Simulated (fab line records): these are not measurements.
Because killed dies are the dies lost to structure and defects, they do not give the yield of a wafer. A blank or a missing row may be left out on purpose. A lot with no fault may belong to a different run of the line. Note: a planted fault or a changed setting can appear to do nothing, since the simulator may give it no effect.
A lot that was struck, set against a sound lot | flow n5Finfet | 15 out of 1938 route steps
Sound: the wafers L510.2, L510.4, L510.6. Struck: wafer L519.1 (L519.3, L519.6, from the same lot, were not struck and are left out); the cause is given at the end.
Each step with rows lists, per side, the tool, then ch with its chambers, then its first start. Under that, the readings that differ: sound wafers | struck wafers | difference of the means | sigmas: that difference in standard deviations of wafers without a fault.
alike: readings whose means differ by less than 2 such deviations, and words and numbers that are the same on both sides. not compared: withheld readings, readings that some wafer has no value for, bounds like >300 that may hide the same value, and numbers for which the record gives no deviation and whose values overlap.
The two part at a step that has a row with sigmas, a row that says differs or no value, or rows on one side only. When numbers do not overlap yet have no deviation, they are printed without sigmas and do not part them. A reading missing from all wafers of one side parts the sides only when that side holds two or more wafers.

first, 1 step without rows for these wafers: N5_HKMG_FIN_STRIP_34 (strips in CF4).
N5_HKMG_FIN_ETCH_35: etches SOC in N2/H2, target depth 215.8 nm, time 243.4 s.
  sound on rieDiel-03 ch 0,1,3, day 4 02:07; struck on rieDiel-01 ch 3, day 6 13:35
  alike: drypumpMotorCurrentA, oesProductAu, rfVppV, showerheadPlenumPTorr, throttleValvePct
  not compared: rfHoursCounterH
then, 2 steps without rows for these wafers: N5_HKMG_FIN_STRIP_92 (strips SOC in N2/H2, time 20 s); N5_HKMG_FIN_WET_ETCH_18 (etches TiN in SC1, time 55 s, target depth 5.2 nm, rinse time 30 s).
N5_HKMG_FIN_STRIP_19: strips in N2/H2, time 360 s.
  sound on plasmaAsher-02 ch 0,1, day 4 02:25; struck on plasmaAsher-02 ch 0, day 6 13:53
  alike: drypumpMotorCurrentA, heaterPowerW
  not compared: rfHoursCounterH
N5_HKMG_FIN_ALD_91: deposits TiN, target thk 1 nm, pulse time 1 s, purge time 3 s.
  sound on aldMetal-03 ch 1,2, day 4 02:47; struck on aldMetal-03 ch 1, day 6 14:16
  alike: heaterPowerW, precursorPulseHeightRel, susceptorTempC
then, 1 step without rows for these wafers: N5_HKMG_FIN_COAT_85 (time 60 s, resist thk 300 nm).
N5_HKMG_FIN_ETCH_86: etches SOC in N2/H2, stops on TiN, target depth 393.2 nm.
  sound on rieDiel-03 ch 0,1,2, day 4 03:08; struck on rieDiel-03 ch 1, day 6 14:37
  alike: drypumpMotorCurrentA, oesProductAu, rfVppV, showerheadPlenumPTorr, throttleValvePct
  not compared: rfHoursCounterH
N5_HKMG_FIN_STRIP_89: strips SOC in N2/H2, time 20 s.
  sound on rieDiel-03 ch 0,1,2, day 4 03:12; struck on rieDiel-03 ch 1, day 6 14:40
reading    | sound          | struck | difference | sigmas
rfVppV (V) | 54.6 54.2 52.9 | 52.1   | -1.8       | -2
  alike: drypumpMotorCurrentA, oesProductAu, showerheadPlenumPTorr, throttleValvePct
  not compared: rfHoursCounterH
then, 3 steps without rows for these wafers: N5_HKMG_FIN_WET_ETCH_87 (etches TiN in SC1, time 154.2 s, target depth 4.7 nm, rinse time 30 s); N5_HKMG_FIN_STRIP_88 (strips in N2/H2, time 360 s); N5_HKMG_FIN_NWFM_ALD_20 (deposits TiAlC, target thk 2 nm, pulse time 3 s, purge time 2 s).
N5_HKMG_FIN_ALD_71: deposits TiN, target thk 1 nm, pulse time 1 s, purge time 3 s.
  sound on aldMetal-04 ch 1,2,3, day 4 03:52; struck on aldMetal-04 ch 1, day 6 15:20
reading            | sound                | struck | difference | sigmas
susceptorTempC (C) | 400.00 399.96 399.82 | 394.18 | -5.75      | -29
  alike: heaterPowerW, precursorPulseHeightRel
then, 1 step without rows for these wafers: N5_HKMG_FIN_COAT_66 (time 60 s, resist thk 300 nm).
-- record jumps: 4 days separate the struck wafers' starts on either side; left off in module HKMG_FIN, taken up again in module BEOL_M4, whose first shown step is the route's number 1111 --
N5_BEOL_M4_RC_MEAS_101:
  sound on prober-01 ch 0, day 8 15:38; struck on prober-01 ch 0, day 10 14:25
  alike: DIBL_N, DIBL_P, IOFF_N, IOFF_P, ION_N, ION_P, SS_N, SS_P, VT_N, VT_P

WHERE THEY PART
First at N5_HKMG_FIN_STRIP_89; last, within this record, at N5_HKMG_FIN_ALD_71. Later steps at which nothing parts them and some readings are alike: N5_BEOL_M4_RC_MEAS_101.

WHY: the cause the simulator had injected
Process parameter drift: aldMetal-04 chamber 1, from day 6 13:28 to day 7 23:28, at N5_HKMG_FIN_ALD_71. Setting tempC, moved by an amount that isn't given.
